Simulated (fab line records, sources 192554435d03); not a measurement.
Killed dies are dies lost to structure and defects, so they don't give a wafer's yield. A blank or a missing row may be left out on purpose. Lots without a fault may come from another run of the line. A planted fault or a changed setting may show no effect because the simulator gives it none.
Chamber matching | flow n5_finfet | N5_MIM_TOP_ALD_00 on ald_hk-02: 4 sister chambers
The step deposits Al2O3, purge time 3 s, co reactant pulse time 3 s. 4 wafers are shown with their chamber, then 9 later ones without.

WAFERS WITH THEIR CHAMBER
wafer  | chamber | precursor_pulse_height_rel
L085.4 | 0       | 0.990
L088.2 | 2       | 0.985
L088.3 | 3       | 1.006
L088.5 | 1       | 1.011

WAFERS WITHOUT THEIR CHAMBER
wafer  | precursor_pulse_height_rel
L090.1 | 0.968
L090.5 | 0.984
L090.6 | 0.998
L093.3 | 0.980
L093.5 | 1.022
L093.6 | 1.010
L097.1 | 0.987
L097.2 | 0.997
L097.6 | 0.994

WHICH CHAMBER EACH WENT THROUGH
wafer  | from the rows above               | in truth
L090.1 | can't be placed: 2 or 0           | 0
L090.5 | can't be placed: 2 or 0           | 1
L090.6 | can't be placed: 0 or 3 or 1 or 2 | 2
L093.3 | can't be placed: 2 or 0           | 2
L093.5 | can't be placed: 1 or 3           | 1
L093.6 | can't be placed: 1 or 3           | 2
L097.1 | can't be placed: 2 or 0           | 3
L097.2 | can't be placed: 0 or 3 or 2 or 1 | 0
L097.6 | can't be placed: 0 or 2 or 3 or 1 | 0
Placed correctly: 0 of 9. Can't be placed from these rows: 9 (the true chamber is among the candidates in 6). Placed wrongly: 0.
How it was worked out, from the rows above alone: a wafer's distance from a chamber is the root of the sum, over the readings, of the square of ((its reading less the chamber's mean) divided by the reading's scatter). The wafer belongs to the nearest chamber; if the next one is less than 2 further off, it can't be placed. A chamber's mean is the mean of its shown wafers. The scatter: with one shown wafer a chamber, the root of the mean of the squares of how far each hidden wafer lies from its nearest shown one.
